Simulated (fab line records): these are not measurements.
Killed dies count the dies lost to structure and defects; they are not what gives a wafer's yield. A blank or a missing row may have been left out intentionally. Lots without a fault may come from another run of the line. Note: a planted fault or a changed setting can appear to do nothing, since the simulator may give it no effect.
Problem report in the 8D (eight disciplines) form, filled by code	flow n5Finfet	the parts of the form that need people (team, actions taken, sign-off) are left out

## 1. WHAT IS WRONG
runLengthS at N5_BEOL_M12_ETCH_68 reads a mean of 245.2 s on 2 wafers of 2 lots; wafers without a fault read 308.4 s with a standard deviation of 0.43. That is -99 or more standard deviations from the usual mean.
The step: etches SOC in N2/H2, time 285 s.
Seen first at day 15 03:14 on rieDiel-01, wafer L959.4. At this step, 16 wafers from 6 lots have a number in the record. By rule, "out" or "out of limits" means more than 4 standard deviations away from the usual mean. The rest of the wafers with a number are treated as sound.

## 2. WHAT IT IS AND WHAT IT IS NOT
question	is	is not
which readings at this step	runLengthS	drypumpMotorCurrentA, oesProductAu, rfVppV, showerheadPlenumPTorr, throttleValvePct
which lots	L959, L962	L953, L958, L967, L968
which wafers of those lots	L959.4, L962.4	L959.3, L962.3
read on which tools	rieDiel-01	rieDiel-03, rieDiel-06
when	from day 15 03:14	up to then (7 sound wafers); but 7 sound wafers of L962, L967, L968 came after

## 3. THE SUSPECTS, EACH WITH WHAT RULES IT OUT
Counting: any tool at a process step up to the reading remains a suspect provided it ran every lot that is out. Sound lots after the first of them don't rule it out here, since some wafers of a struck lot are sound.
- rieDiel-01 at N5_BEOL_M12_DESCUM_33 (chemistry O2, time 7.9 s): kept. It ran every lot that is out, first L959 (day 15 03:03); its last sound lot up to then is L958 (day 14 19:02).
- rieDiel-01 at N5_BEOL_M12_ETCH_67 (etches SiARC in CF4, target depth 143 nm, time 238.3 s): kept. It ran every lot that is out, first L959 (day 15 03:05); its last sound lot up to then is L958 (day 14 19:04).
- rieDiel-01 at N5_BEOL_M12_ETCH_68 (etches SOC in N2/H2, time 285 s): kept. It ran every lot that is out, first L959 (day 15 03:14); its last sound lot up to then is L958 (day 14 19:13). Its own readings are out on those wafers: runLengthS.
The count leaves rieDiel-01 at N5_BEOL_M12_DESCUM_33, rieDiel-01 at N5_BEOL_M12_ETCH_67, and rieDiel-01 at N5_BEOL_M12_ETCH_68.

## 4. THE CAUSE (what the simulator had put in)
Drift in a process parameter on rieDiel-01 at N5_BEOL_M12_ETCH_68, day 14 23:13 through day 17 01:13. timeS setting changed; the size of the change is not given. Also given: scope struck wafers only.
This tool is one of the 3 suspects left after counting.

## 5. THE CHAIN OF EFFECTS, in route order
One row per reading whose mean, taken over the struck wafers that have a number, lies over 3 standard deviations from the usual. Scope: only readings with a usual standard deviation given in the record; hours: median across lots of the time from each lot's start at the first step in this table that gives one to its start at this step; sigmas: change in usual standard deviations.
hours	step	reading	usual	on struck wafers	change	sigmas
0	N5_BEOL_M12_ETCH_68	runLengthS	308.4 s	245.2	-63.1	-99 or more
It contains these process steps:
- N5_BEOL_M12_ETCH_68: etches SOC in N2/H2, time 285 s.

## 6. HOW IT WOULD HAVE BEEN CAUGHT EARLIER
In this record the first reading out of limits was taken at day 15 03:14, 4 hours after the fault began at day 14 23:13.
